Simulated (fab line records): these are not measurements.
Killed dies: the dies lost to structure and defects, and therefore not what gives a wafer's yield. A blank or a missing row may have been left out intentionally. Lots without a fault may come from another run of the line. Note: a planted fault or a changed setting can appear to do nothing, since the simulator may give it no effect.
Chamber matching ; flow n5_finfet ; rie_diel-04 running N5_BEOL_M15_STRIP_36: 4 sister chambers
The step strips in O2. 4 wafers are shown with their chamber, then 10 later ones without.

## WAFERS PAIRED WITH THEIR CHAMBERS
wafer;chamber;showerhead_plenum_p_Torr (Torr)
L083.1;1;2.03
L084.5;3;2.10
L089.1;0;2.11
L089.5;2;2.12

## WAFERS MISSING THEIR CHAMBER
wafer;showerhead_plenum_p_Torr (Torr)
L089.6;2.02
L090.1;2.02
L090.3;2.12
L090.5;2.02
L093.3;2.11
L093.4;2.11
L093.6;2.02
L094.1;2.09
L094.5;2.09
L094.6;2.11

## WHICH CHAMBER EACH ONE RAN IN
wafer;from the rows above;in truth
L089.6;1;1
L090.1;1;1
L090.3;can't be placed: 2 or 0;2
L090.5;1;1
L093.3;can't be placed: 0 or 3 or 2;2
L093.4;can't be placed: 0 or 3 or 2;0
L093.6;1;1
L094.1;can't be placed: 3 or 0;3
L094.5;can't be placed: 3 or 0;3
L094.6;can't be placed: 0 or 3 or 2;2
Correctly placed: 4 of 10. These rows do not allow placing 6 (true chamber among the candidates in 6). Number placed wrongly: 0.
How it was worked out, from the rows above alone: a wafer's distance from a chamber is the root of the sum, over the readings, of the square of ((its reading less the chamber's mean) divided by the reading's scatter). The wafer belongs to the nearest chamber; if the next one is less than 2 further off, it can't be placed. The mean given for a chamber averages the wafers shown for that chamber. The scatter: with one shown wafer a chamber, the root of the mean of the squares of how far each hidden wafer lies from its nearest shown one.
